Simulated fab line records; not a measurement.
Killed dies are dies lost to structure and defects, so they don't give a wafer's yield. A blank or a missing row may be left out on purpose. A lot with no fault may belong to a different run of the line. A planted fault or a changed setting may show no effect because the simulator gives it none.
What tool caused it? :: flow n5_finfet :: 72 wafers from 24 lots sampled at 2 of the route's 1938 steps

WHAT THE GAUGES SHOWED, per wafer
N5_BEOL_M12_THK_MEAS_50: measures by xrf.
lot: L074
measured: day 11 12:31
on: film_metro-01
M12_THK (nm): 313 316 320

lot: L075
measured: day 11 12:57
on: film_metro-02
M12_THK (nm): 320 320 325

lot: L077
measured: day 11 17:45
on: film_metro-02
M12_THK (nm): 320 327 322

lot: L076
measured: day 11 18:31
on: film_metro-01
M12_THK (nm): 309 305 308

lot: L079
measured: day 12 06:51
on: film_metro-02
M12_THK (nm): 313 318 321

lot: L080
measured: day 12 06:58
on: film_metro-01
M12_THK (nm): 312 309 311

lot: L078
measured: day 12 08:15
on: film_metro-01
M12_THK (nm): 319 318 321

lot: L081
measured: day 12 16:04
on: film_metro-01
M12_THK (nm): 315 321 311

lot: L082
measured: day 12 23:34
on: film_metro-02
M12_THK (nm): 315 317 310

lot: L083
measured: day 13 05:59
on: film_metro-01
M12_THK (nm): 315 313 315

lot: L084
measured: day 13 13:13
on: film_metro-02
M12_THK (nm): 314 308 316

lot: L086
measured: day 13 13:55
on: film_metro-01
M12_THK (nm): 320 312 320

lot: L085
measured: day 13 22:47
on: film_metro-01
M12_THK (nm): 309 318 312

lot: L087
measured: day 14 13:02
on: film_metro-01
M12_THK (nm): 315 310 311

lot: L090
measured: day 14 23:14
on: film_metro-02
M12_THK (nm): 317 325 317

lot: L088
measured: day 15 00:32
on: film_metro-02
M12_THK (nm): 315 308 314

lot: L092
measured: day 15 03:10
on: film_metro-01
M12_THK (nm): 315 321 317

lot: L089
measured: day 15 11:53
on: film_metro-01
M12_THK (nm): 315 313 320

lot: L091
measured: day 15 17:33
on: film_metro-01
M12_THK (nm): 319 312 314

lot: L093
measured: day 15 19:16
on: film_metro-02
M12_THK (nm): 319 316 317

lot: L094
measured: day 16 12:15
on: film_metro-02
M12_THK (nm): 312 314 326

lot: L095
measured: day 16 13:10
on: film_metro-01
M12_THK (nm): 312 313 314

lot: L096
measured: day 16 20:04
on: film_metro-01
M12_THK (nm): 317 313 315

lot: L097
measured: day 17 05:17
on: film_metro-01
M12_THK (nm): 324 313 311

N5_BEOL_M12_INSPECT_55: inspects for defects (darkfield).
lot: L074
measured: day 11 12:40
on: defect_inspect-01
raw_defect_count: 78 105 105

lot: L075
measured: day 11 13:06
on: defect_inspect-02
raw_defect_count: 74 63 45

lot: L077
measured: day 11 17:54
on: defect_inspect-02
raw_defect_count: 60 40 80

lot: L076
measured: day 11 18:40
on: defect_inspect-02
raw_defect_count: 51 71 99

lot: L079
measured: day 12 07:01
on: defect_inspect-02
raw_defect_count: 67 64 40

lot: L080
measured: day 12 07:07
on: defect_inspect-01
raw_defect_count: 67 77 59

lot: L078
measured: day 12 08:24
on: defect_inspect-02
raw_defect_count: 40 41 33

lot: L081
measured: day 12 16:13
on: defect_inspect-02
raw_defect_count: 40 89 54

lot: L082
measured: day 12 23:44
on: defect_inspect-01
raw_defect_count: 67 56 70

lot: L083
measured: day 13 06:08
on: defect_inspect-01
raw_defect_count: 48 70 84

lot: L084
measured: day 13 13:22
on: defect_inspect-02
raw_defect_count: 69 57 87

lot: L086
measured: day 13 14:04
on: defect_inspect-02
raw_defect_count: 62 108 73

lot: L085
measured: day 13 22:56
on: defect_inspect-02
raw_defect_count: 41 27 53

lot: L087
measured: day 14 13:11
on: defect_inspect-02
raw_defect_count: 50 58 66

lot: L090
measured: day 14 23:25
on: defect_inspect-02
raw_defect_count: 42 75 38

lot: L088
measured: day 15 00:41
on: defect_inspect-01
raw_defect_count: 91 74 89

lot: L092
measured: day 15 03:19
on: defect_inspect-01
raw_defect_count: 54 129 101

lot: L089
measured: day 15 12:02
on: defect_inspect-01
raw_defect_count: 75 60 73

lot: L091
measured: day 15 17:42
on: defect_inspect-02
raw_defect_count: 59 89 60

lot: L093
measured: day 15 19:25
on: defect_inspect-02
raw_defect_count: 49 26 31

lot: L094
measured: day 16 12:24
on: defect_inspect-01
raw_defect_count: 111 82 91

lot: L095
measured: day 16 13:20
on: defect_inspect-01
raw_defect_count: 73 53 66

lot: L096
measured: day 16 20:13
on: defect_inspect-02
raw_defect_count: 53 53 67

lot: L097
measured: day 17 05:26
on: defect_inspect-02
raw_defect_count: 59 37 59

EACH LOT AND THE TOOL THAT RAN IT (in order: tool; ch and the chambers of the sampled wafers; start)
No process step before these readings appears in the record.

AS READ BY THE TOOLS THEMSELVES (means over the sampled wafers that have a number; for cases with no such wafer, the mark the record gives instead)
The record holds no such reading with a usual standard deviation.

THE ANSWER, worked out from the rows above alone
Rule: usual is defined by the lots themselves. Put in order of their means at a reading, lots are off if they are a third of the lots or fewer, leave a main group of 4 or more, and stand apart from it by a gap of 3 or more times the standard deviation of the main group's means; of several such gaps the widest counts. If all means in a main group match to the digits the tables above print for the reading, that group is not used. A lot without any number at a reading at which 4 lots or more have one is off too. Where the step has rows for the other lots, those lots are counted as sound. The gauges are gone through in route order, then the tools' own readings, and for those a lot's mean is taken as printed above. At the first step where some lot is off, the reading lying furthest off is the one used; lots without a number count as furthest.
No lot is off on any of the readings shown, so nothing can be concluded from this.

WHAT THE SIMULATOR PUT IN
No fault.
